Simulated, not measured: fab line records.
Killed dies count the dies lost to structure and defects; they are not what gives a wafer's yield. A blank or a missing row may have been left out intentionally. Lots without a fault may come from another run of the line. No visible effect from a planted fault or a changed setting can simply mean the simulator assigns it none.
Split-lot study    flow n5_finfet    7 lots, 21 wafers read, on a route of 1938 steps

## ABOUT THE SPLIT
At N5_BEOL_M6_EXPOSE_25 (exposes mask V5, target cd 40 nm), the setting dose_mj was moved away from the recipe's 45 on 5 of the 21 wafers read, by -6.4% to +6.6%. For the rest of the wafers, this setting stayed at what the recipe calls for.

## FROM THE SPLIT TO THE READING: what the file shows between them, 2 steps
- N5_BEOL_M6_PEB_26: peb time 60 s
- N5_BEOL_M6_DEVELOP_27: develop time 30 s

## THE READING
cd_nm, in nm, at N5_BEOL_M6_CD_MEAS_28 (target cd 40 nm). Fault-free wafers of this fab line usually give 40.06 nm, standard deviation 0.25 nm.

wafer   tool, chamber at the split  dose_mj as run  against the recipe  cd_nm, nm  against lot-mates on the recipe
L076.3  euv_scanner-01, 0           45              recipe              39.91      -
L076.4  euv_scanner-01, 0           47.97           +6.6%               41.66      +1.64
L076.5  euv_scanner-01, 0           45              recipe              40.12      -
L079.1  euv_scanner-01, 0           45              recipe              40.33      -
L079.3  euv_scanner-01, 0           45              recipe              39.82      -
L079.5  euv_scanner-01, 0           42.14           -6.4%               38.17      -1.91
L084.1  euv_scanner-02, 0           45              recipe              40.04      -
L084.2  euv_scanner-02, 0           45              recipe              40.07      -
L084.4  euv_scanner-02, 0           45              recipe              40.37      -
L086.2  euv_scanner-02, 0           43.93           -2.4%               39.01      -0.77
L086.3  euv_scanner-02, 0           45              recipe              39.78      -
L086.6  euv_scanner-02, 0           43.93           -2.4%               38.95      -0.83
L085.2  euv_scanner-02, 0           45              recipe              40.01      -
L085.3  euv_scanner-02, 0           45              recipe              40.05      -
L085.4  euv_scanner-02, 0           45              recipe              39.99      -
L089.1  euv_scanner-01, 0           46.74           +3.9%               41.50      +1.36
L089.3  euv_scanner-01, 0           45              recipe              40.13      -
L089.5  euv_scanner-01, 0           45              recipe              40.16      -
L092.1  euv_scanner-02, 0           45              recipe              40.03      -
L092.3  euv_scanner-02, 0           45              recipe              40.30      -
L092.4  euv_scanner-02, 0           45              recipe              39.76      -

THE FIT
A straight line over all 21 wafers: cd_nm changes by +0.302 nm for each +1% of dose_mj; r = +0.96; the points scatter about the line by 0.22 nm.
The same after taking each lot's own level away (the mean of its wafers on the recipe; 21 wafers): +0.29 nm for each +1%; r = +0.97; scatter 0.17 nm.
Per that fit: largest dose_mj move, reading shift of 1.9 nm.
The lots' own levels span 39.780 to 40.160 nm, that is 1.5 times the standard deviation above.
The two slopes agree, so the slope changes little with the lot-to-lot level.
Check: +2.11 nm against its lot-mates is what the line predicts for one of the wafers moved furthest among these (+6.6%) when that wafer is left out of the fit. Against them it came out at +1.64 nm.

## OTHER SPLITS APPLIED TO THESE WAFERS
Note: prior to the reading, these wafers also went through further splits. Each is held against what the fit with the lots' levels taken away leaves over:
other split on the same wafers               wafers away from the commonest value  r with cd_nm (lot level and that fit taken away)
N5_BEOL_M0_SAQP_SPACER2_ALD_26 target_thk_a  6                                     +0.05
N5_BEOL_M0_SAQP_COAT_69 spin_rpm             7                                     -0.09
N5_BEOL_M1_ETCH_64 source_w                  6                                     +0.11
N5_BEOL_M3_TRENCH_ETCH_37 source_w           6                                     +0.06
N5_BEOL_M4_COAT_22 spin_rpm                  10                                    +0.14
N5_BEOL_M4_EXPOSE_25 dose_mj                 6                                     -0.12
N5_BEOL_M4_SPUTTER_48 time_s                 7                                     -0.03

## THE WHOLE CHAIN: every reading that the file lists as answering this split, in the file's order
step                   what it does                                                 reading                                                         change (the file's fit)                r (the file's)
N5_BEOL_M6_CD_MEAS_28  target cd 40 nm                                              cd_nm                                                           +0.288 nm for each +1% of the setting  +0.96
N5_BEOL_M6_DESCUM_33   chemistry O2, time 7 s                                       BEOL_M6.cd_nm (the simulator's own value, which no gauge read)  +0.228 nm for each +1% of the setting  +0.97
N5_BEOL_M6_ETCH_72     etches underlayer in N2/H2, target depth 6.5 nm, time 5.2 s  BEOL_M6.cd_nm (the simulator's own value, which no gauge read)  +0.216 nm for each +1% of the setting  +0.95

## THE FILE'S OWN FIT
cd_nm changes by +0.288 nm for each +1% of dose_mj, r = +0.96.
